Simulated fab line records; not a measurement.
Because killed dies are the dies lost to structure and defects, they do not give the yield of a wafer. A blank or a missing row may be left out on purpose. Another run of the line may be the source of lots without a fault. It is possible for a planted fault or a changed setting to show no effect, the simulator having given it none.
Chamber matching    flow n5 finfet    N5_BEOL_M6_DEP_56 on pecvd-01 has 3 sister chambers
The step deposits SiCN from 3MS/NH3, target thk 10 nm, time 17.5 s. 3 wafers are shown with their chamber, then 8 later ones without.

WAFERS, EACH WITH ITS CHAMBER
wafer   chamber  throttle valve pct (%)
L086.5  1        9.2
L087.1  2        8.4
L092.3  0        9.4

WAFERS WITHOUT THEIR CHAMBER
wafer   throttle valve pct (%)
L092.4  9.2
L092.5  8.6
L094.1  9.0
L094.2  8.5
L094.6  9.4
L097.1  8.8
L097.2  9.3
L097.4  9.1

CHAMBER TAKEN BY EACH
wafer   from the rows above           in truth
L092.4  can't be placed: 1 or 0       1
L092.5  2                             2
L094.1  can't be placed: 1 or 0       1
L094.2  2                             2
L094.6  can't be placed: 0 or 1       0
L097.1  can't be placed: 1 or 2 or 0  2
L097.2  can't be placed: 0 or 1       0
L097.4  can't be placed: 1 or 0       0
2 of 8 placed correctly. From these rows, 6 cannot be placed; in 6 the true chamber is one of the candidates. 0 placed wrongly.
How it was worked out, from the rows above alone: a wafer's distance from a chamber is the root of the sum, over the readings, of the square of ((its reading less the chamber's mean) divided by the reading's scatter). If the next closest chamber is less than 2 further off than the closest, the wafer can't be placed; otherwise it belongs to the closest. Each chamber's mean is taken over the wafers shown for it. The scatter: root of mean squared gap, hidden wafer to nearest shown wafer, with one shown wafer a chamber.
